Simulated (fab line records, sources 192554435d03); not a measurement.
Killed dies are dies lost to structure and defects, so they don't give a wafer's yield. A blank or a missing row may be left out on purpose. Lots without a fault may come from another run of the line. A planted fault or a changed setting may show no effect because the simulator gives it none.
One fault seen from 2 desks | flow n5_finfet | each desk has only its own numbers; what lay behind them comes last

THE TOOL OWNER'S DESK: pvd_sputter-02
The tool's own readings at N5_BEOL_M4_HM_DEP_02 (deposits TiN, target thk 20 nm): means of the sampled wafers that have a number, for each lot that ran on this tool. A lot is out of limits, marked OUT, if its mean lies more than 4 standard deviations from the usual mean; the brackets give that distance.
Columns: A = throttle_valve_pct at N5_BEOL_M4_HM_DEP_02, usual 29.9 %
lot  | first seen here | A
L906 | day 12 18:13    | 30.4
L907 | day 12 19:17    | 30.4
L908 | day 12 20:39    | 30.5
This desk's finding: nothing out of limits on any of the 3 lots.

THE METROLOGY DESK
What the gauges read, lot by lot, whatever tool the lot ran on: means of the sampled wafers that have a number. A lot is out of limits, marked OUT, if its mean lies more than 4 standard deviations from the usual mean; the brackets give that distance. Of its 10 readings 7 are shown: those that lie furthest out on some lot.
Columns: A = DIBL_P at N5_BEOL_M4_RC_MEAS_101, usual 36.4 mV/V; B = IOFF_N at N5_BEOL_M4_RC_MEAS_101, usual 0.167 nA/um; C = IOFF_P at N5_BEOL_M4_RC_MEAS_101, usual 0.219 nA/um; D = ION_N at N5_BEOL_M4_RC_MEAS_101, usual 678 uA/um; E = ION_P at N5_BEOL_M4_RC_MEAS_101, usual 464 uA/um; F = SS_P at N5_BEOL_M4_RC_MEAS_101, usual 73.4 mV/dec; G = VT_N at N5_BEOL_M4_RC_MEAS_101, usual 248.5 mV
lot  | first seen here | A    | B     | C     | D   | E   | F    | G
L906 | day 13 02:02    | 34.6 | 0.145 | 0.198 | 676 | 467 | 72.7 | 250.4
L907 | day 13 17:13    | 37.5 | 0.174 | 0.201 | 668 | 452 | 73.8 | 248.7
L908 | day 13 20:49    | 36.3 | 0.172 | 0.216 | 676 | 460 | 73.3 | 248.0
L916 | day 15 22:19    | 37.7 | 0.210 | 0.259 | 695 | 468 | 74.2 | 243.9
This desk's finding: nothing out of limits on any of the 4 lots.

PUT TOGETHER
The tool owner's desk saw nothing out of limits.
The metrology desk saw nothing out of limits.

WHAT THE SIMULATOR HAD PUT IN
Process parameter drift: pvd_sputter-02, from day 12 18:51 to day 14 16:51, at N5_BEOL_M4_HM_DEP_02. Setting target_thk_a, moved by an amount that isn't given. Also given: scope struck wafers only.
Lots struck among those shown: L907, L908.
